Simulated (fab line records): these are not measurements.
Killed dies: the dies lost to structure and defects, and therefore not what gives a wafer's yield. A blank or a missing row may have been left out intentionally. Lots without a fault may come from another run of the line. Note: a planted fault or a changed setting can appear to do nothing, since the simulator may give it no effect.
Matching of chambers	flow n5-finfet	N5_BEOL_M5_CMP_52 on cmp-03: 4 sister chambers
The step polishes, stops on SiCOH lowk, t overpolish 6.9 s, target thk 62 nm. 8 wafers are shown with their chamber, then 10 later ones without.

EACH WAFER AND ITS CHAMBER
wafer	chamber	motor-current-A (A)	time-to-endpoint-s (s)
L085.6	1	6.3	55
L087.1	3	5.9	54
L087.5	3	6.1	57
L076.3	0	5.5	62
L076.4	2	5.8	59
L076.6	0	5.5	65
L089.2	1	6.9	57
L089.3	2	6.5	61

WAFERS WITH NO CHAMBER GIVEN
wafer	motor-current-A (A)	time-to-endpoint-s (s)
L089.5	6.4	59
L091.2	6.4	57
L091.5	6.1	59
L091.6	6.3	56
L094.1	6.2	59
L094.3	5.4	66
L094.4	6.3	61
L095.2	6.0	60
L095.5	6.2	58
L095.6	6.3	60

EACH ONE'S CHAMBER
wafer	from the rows above	in truth
L089.5	can't be placed: 2 or 1 or 3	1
L091.2	can't be placed: 1 or 3 or 2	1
L091.5	can't be placed: 2 or 3 or 1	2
L091.6	can't be placed: 1 or 3 or 2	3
L094.1	can't be placed: 2 or 3 or 1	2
L094.3	0	0
L094.4	2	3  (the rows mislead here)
L095.2	2	2
L095.5	can't be placed: 2 or 3 or 1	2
L095.6	can't be placed: 2 or 1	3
Correctly placed: 2 of 10. Can't be placed from these rows: 7 (the true chamber is among the candidates in 6). Wrongly placed: 1.
How it was worked out, from the rows above alone: a wafer's distance from a chamber is the root of the sum, over the readings, of the square of ((its reading less the chamber's mean) divided by the reading's scatter). If the next closest chamber is less than 2 further off than the closest, the wafer can't be placed; otherwise it belongs to the closest. For every chamber, the mean is computed from those of its wafers that are shown. The scatter is the square root of a quotient: the sum, over the shown wafers, of each reading's squared deviation from its chamber's mean, divided by wafers minus chambers.
